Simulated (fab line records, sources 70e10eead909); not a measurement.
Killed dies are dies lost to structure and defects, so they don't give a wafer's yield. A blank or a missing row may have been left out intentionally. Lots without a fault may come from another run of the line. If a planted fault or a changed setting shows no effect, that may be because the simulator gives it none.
Check for tools in common || flow nand harc || 14 lots and 42 wafers in the sample

== REASON FOR OPENING ==
Flagged at NHARC_A_ONON_D1_THK_MEAS_21: reading thk nm, on 2 of 14 lots. No-fault wafers: 997 nm, standard deviation 9.9.
Rule: a lot is flagged in two cases, either no wafer of it has a number, or all its wafers with numbers fall more than 4 standard deviations from that mean. All remaining lots are regarded as sound.

{"lot": "L709", "measured": "day 8 01:56", "on": "film metro-01", "thk nm (nm), wafer by wafer": "1003 1005 1004", "flag": ""}
{"lot": "L711", "measured": "day 8 14:05", "on": "film metro-02", "thk nm (nm), wafer by wafer": "1006 1003 1002", "flag": ""}
{"lot": "L716", "measured": "day 9 14:08", "on": "film metro-02", "thk nm (nm), wafer by wafer": "995 996 996", "flag": ""}
{"lot": "L717", "measured": "day 10 09:46", "on": "film metro-02", "thk nm (nm), wafer by wafer": "1505 1505 1504", "flag": "FLAGGED"}
{"lot": "L720", "measured": "day 10 22:21", "on": "film metro-02", "thk nm (nm), wafer by wafer": "1500 1499 1500", "flag": "FLAGGED"}
{"lot": "L722", "measured": "day 10 22:22", "on": "film metro-01", "thk nm (nm), wafer by wafer": "980 981 981", "flag": ""}
{"lot": "L723", "measured": "day 11 08:35", "on": "film metro-02", "thk nm (nm), wafer by wafer": "976 977 977", "flag": ""}
{"lot": "L724", "measured": "day 11 19:02", "on": "film metro-01", "thk nm (nm), wafer by wafer": "1008 1006 1009", "flag": ""}
{"lot": "L725", "measured": "day 12 02:28", "on": "film metro-01", "thk nm (nm), wafer by wafer": "987 987 989", "flag": ""}
{"lot": "L726", "measured": "day 12 08:47", "on": "film metro-02", "thk nm (nm), wafer by wafer": "1010 1012 1011", "flag": ""}
{"lot": "L727", "measured": "day 12 08:47", "on": "film metro-01", "thk nm (nm), wafer by wafer": "999 1000 998", "flag": ""}
{"lot": "L729", "measured": "day 13 01:44", "on": "film metro-02", "thk nm (nm), wafer by wafer": "993 990 992", "flag": ""}
{"lot": "L730", "measured": "day 13 01:44", "on": "film metro-01", "thk nm (nm), wafer by wafer": "1009 1009 1007", "flag": ""}
{"lot": "L731", "measured": "day 13 11:07", "on": "film metro-02", "thk nm (nm), wafer by wafer": "986 985 988", "flag": ""}
On average the flagged lots' numbers are 1502 nm, which is +505 nm against the usual, or +51 standard deviations.

== LOT BY LOT: THE TOOL USED ==
Before the reading, the record contains 3 process steps out of a 1159-step route. Each cell gives the tool, then ch followed by the chambers the sampled wafers passed through, then the start.
{"lot": "L709", "flag": "", "NHARC_P_BONDPAD_PRE_CLEAN_26": "pvd sputter-01, day 6 14:34 or earlier", "NHARC_P_BONDPAD_ANNEAL_28": "rtp anneal-02 ch 0, day 6 14:34", "NHARC_A_ONON_D1_DEP_19": "pecvd onon-01 ch 0, day 8 01:25"}
{"lot": "L711", "flag": "", "NHARC_P_BONDPAD_PRE_CLEAN_26": "pvd sputter-01, day 7 00:43 or earlier", "NHARC_P_BONDPAD_ANNEAL_28": "rtp anneal-02 ch 0, day 7 00:43", "NHARC_A_ONON_D1_DEP_19": "pecvd onon-02 ch 0, day 8 13:34"}
{"lot": "L716", "flag": "", "NHARC_P_BONDPAD_PRE_CLEAN_26": "pvd sputter-01, day 8 03:09 or earlier", "NHARC_P_BONDPAD_ANNEAL_28": "rtp anneal-02 ch 0, day 8 03:09", "NHARC_A_ONON_D1_DEP_19": "pecvd onon-03 ch 0, day 9 13:37"}
{"lot": "L717", "flag": "FLAGGED", "NHARC_P_BONDPAD_PRE_CLEAN_26": "pvd sputter-02, day 8 11:55 or earlier", "NHARC_P_BONDPAD_ANNEAL_28": "rtp anneal-01 ch 0, day 8 11:55", "NHARC_A_ONON_D1_DEP_19": "pecvd onon-02 ch 0, day 10 09:15"}
{"lot": "L720", "flag": "FLAGGED", "NHARC_P_BONDPAD_PRE_CLEAN_26": "pvd sputter-03, day 9 14:07 or earlier", "NHARC_P_BONDPAD_ANNEAL_28": "rtp anneal-02 ch 0, day 9 14:07", "NHARC_A_ONON_D1_DEP_19": "pecvd onon-02 ch 0, day 10 21:58"}
{"lot": "L722", "flag": "", "NHARC_P_BONDPAD_PRE_CLEAN_26": "pvd sputter-01, day 9 12:20 or earlier", "NHARC_P_BONDPAD_ANNEAL_28": "rtp anneal-02 ch 0, day 9 12:20", "NHARC_A_ONON_D1_DEP_19": "pecvd onon-03 ch 0, day 10 21:52"}
{"lot": "L723", "flag": "", "NHARC_P_BONDPAD_PRE_CLEAN_26": "pvd sputter-02, day 9 20:55 or earlier", "NHARC_P_BONDPAD_ANNEAL_28": "rtp anneal-01 ch 0, day 9 20:55", "NHARC_A_ONON_D1_DEP_19": "pecvd onon-01 ch 0, day 11 08:05"}
{"lot": "L724", "flag": "", "NHARC_P_BONDPAD_PRE_CLEAN_26": "pvd sputter-03, day 10 04:01 or earlier", "NHARC_P_BONDPAD_ANNEAL_28": "rtp anneal-01 ch 0, day 10 04:01", "NHARC_A_ONON_D1_DEP_19": "pecvd onon-01 ch 0, day 11 18:32"}
{"lot": "L725", "flag": "", "NHARC_P_BONDPAD_PRE_CLEAN_26": "pvd sputter-03, day 10 15:51 or earlier", "NHARC_P_BONDPAD_ANNEAL_28": "rtp anneal-01 ch 0, day 10 15:51", "NHARC_A_ONON_D1_DEP_19": "pecvd onon-01 ch 0, day 12 01:58"}
{"lot": "L726", "flag": "", "NHARC_P_BONDPAD_PRE_CLEAN_26": "pvd sputter-02, day 10 19:49 or earlier", "NHARC_P_BONDPAD_ANNEAL_28": "rtp anneal-01 ch 0, day 10 19:49", "NHARC_A_ONON_D1_DEP_19": "pecvd onon-03 ch 0, day 12 08:17"}
{"lot": "L727", "flag": "", "NHARC_P_BONDPAD_PRE_CLEAN_26": "pvd sputter-03, day 10 22:43 or earlier", "NHARC_P_BONDPAD_ANNEAL_28": "rtp anneal-01 ch 0, day 10 22:43", "NHARC_A_ONON_D1_DEP_19": "pecvd onon-01 ch 0, day 12 08:17"}
{"lot": "L729", "flag": "", "NHARC_P_BONDPAD_PRE_CLEAN_26": "pvd sputter-01, day 11 10:37 or earlier", "NHARC_P_BONDPAD_ANNEAL_28": "rtp anneal-01 ch 0, day 11 10:37", "NHARC_A_ONON_D1_DEP_19": "pecvd onon-03 ch 0, day 13 01:20"}
{"lot": "L730", "flag": "", "NHARC_P_BONDPAD_PRE_CLEAN_26": "pvd sputter-03, day 11 11:12 or earlier", "NHARC_P_BONDPAD_ANNEAL_28": "rtp anneal-01 ch 0, day 11 11:12", "NHARC_A_ONON_D1_DEP_19": "pecvd onon-01 ch 0, day 13 01:13"}
{"lot": "L731", "flag": "", "NHARC_P_BONDPAD_PRE_CLEAN_26": "pvd sputter-03, day 12 00:36 or earlier", "NHARC_P_BONDPAD_ANNEAL_28": "rtp anneal-02 ch 0, day 12 00:36", "NHARC_A_ONON_D1_DEP_19": "pecvd onon-03 ch 0, day 13 10:40"}
What these steps do:
- NHARC_P_BONDPAD_PRE_CLEAN_26: time 30 s.
- NHARC_P_BONDPAD_ANNEAL_28: time 90 s.
- NHARC_A_ONON_D1_DEP_19: target thk 1000 nm.
- NHARC_A_ONON_D1_THK_MEAS_21: measures by ellipsometry.

== FLAGGED OVER TOTAL, TOOL BY TOOL (the gauges that took the reading come last) ==
{"step": "NHARC_P_BONDPAD_PRE_CLEAN_26", "tool": "pvd sputter-01", "lots run": 5, "flagged": 0, "share of the flagged lots": "none", "sound lots run after its first flagged lot": "-"}
{"step": "NHARC_P_BONDPAD_PRE_CLEAN_26", "tool": "pvd sputter-02", "lots run": 3, "flagged": 1, "share of the flagged lots": "some", "sound lots run after its first flagged lot": "2 (L723,L726)"}
{"step": "NHARC_P_BONDPAD_PRE_CLEAN_26", "tool": "pvd sputter-03", "lots run": 6, "flagged": 1, "share of the flagged lots": "some", "sound lots run after its first flagged lot": "5 (L724,L725,L727,L730,L731)"}
{"step": "NHARC_P_BONDPAD_ANNEAL_28", "tool": "rtp anneal-01", "lots run": 8, "flagged": 1, "share of the flagged lots": "some", "sound lots run after its first flagged lot": "7 (L723,L724,L725,L726,L727,L729,L730)"}
{"step": "NHARC_P_BONDPAD_ANNEAL_28", "tool": "rtp anneal-02", "lots run": 6, "flagged": 1, "share of the flagged lots": "some", "sound lots run after its first flagged lot": "1 (L731)"}
{"step": "NHARC_A_ONON_D1_DEP_19", "tool": "pecvd onon-01", "lots run": 6, "flagged": 0, "share of the flagged lots": "none", "sound lots run after its first flagged lot": "-"}
{"step": "NHARC_A_ONON_D1_DEP_19", "tool": "pecvd onon-02", "lots run": 3, "flagged": 2, "share of the flagged lots": "all", "sound lots run after its first flagged lot": 0}
{"step": "NHARC_A_ONON_D1_DEP_19", "tool": "pecvd onon-03", "lots run": 5, "flagged": 0, "share of the flagged lots": "none", "sound lots run after its first flagged lot": "-"}
{"step": "NHARC_A_ONON_D1_THK_MEAS_21", "tool": "film metro-01", "lots run": 6, "flagged": 0, "share of the flagged lots": "none", "sound lots run after its first flagged lot": "-"}
{"step": "NHARC_A_ONON_D1_THK_MEAS_21", "tool": "film metro-02", "lots run": 8, "flagged": 2, "share of the flagged lots": "all", "sound lots run after its first flagged lot": "4 (L723,L726,L729,L731)"}
NHARC_P_BONDPAD_PRE_CLEAN_26: start missing for some lots; hours and lot order therefore follow NHARC_P_BONDPAD_ANNEAL_28.

== WHAT THE TABLE PERMITS ==
pecvd onon-02 at NHARC_A_ONON_D1_DEP_19 and film metro-02 at NHARC_A_ONON_D1_THK_MEAS_21 are the 2 rows of the table that ran each flagged lot.
- pecvd onon-02 at NHARC_A_ONON_D1_DEP_19: 2 of its 3 lots flagged. Last sound lot L711 at day 8 13:34, first flagged lot L717 at day 10 09:15; a fault beginning in between fits.
- film metro-02 at NHARC_A_ONON_D1_THK_MEAS_21: 2 of its 8 lots flagged. Sound lots ran on it after the first flagged one (L723, L726, L729, L731), which a lasting fault on the whole tool wouldn't allow.
What remains is a single tool, pecvd onon-02 at NHARC_A_ONON_D1_DEP_19.

== WHAT THE SIMULATOR HAD PUT IN ==
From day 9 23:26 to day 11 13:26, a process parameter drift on pecvd onon-02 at NHARC_A_ONON_D1_DEP_19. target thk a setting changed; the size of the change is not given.
Struck lots among those shown: L717, L720. Same finding as the rule above.
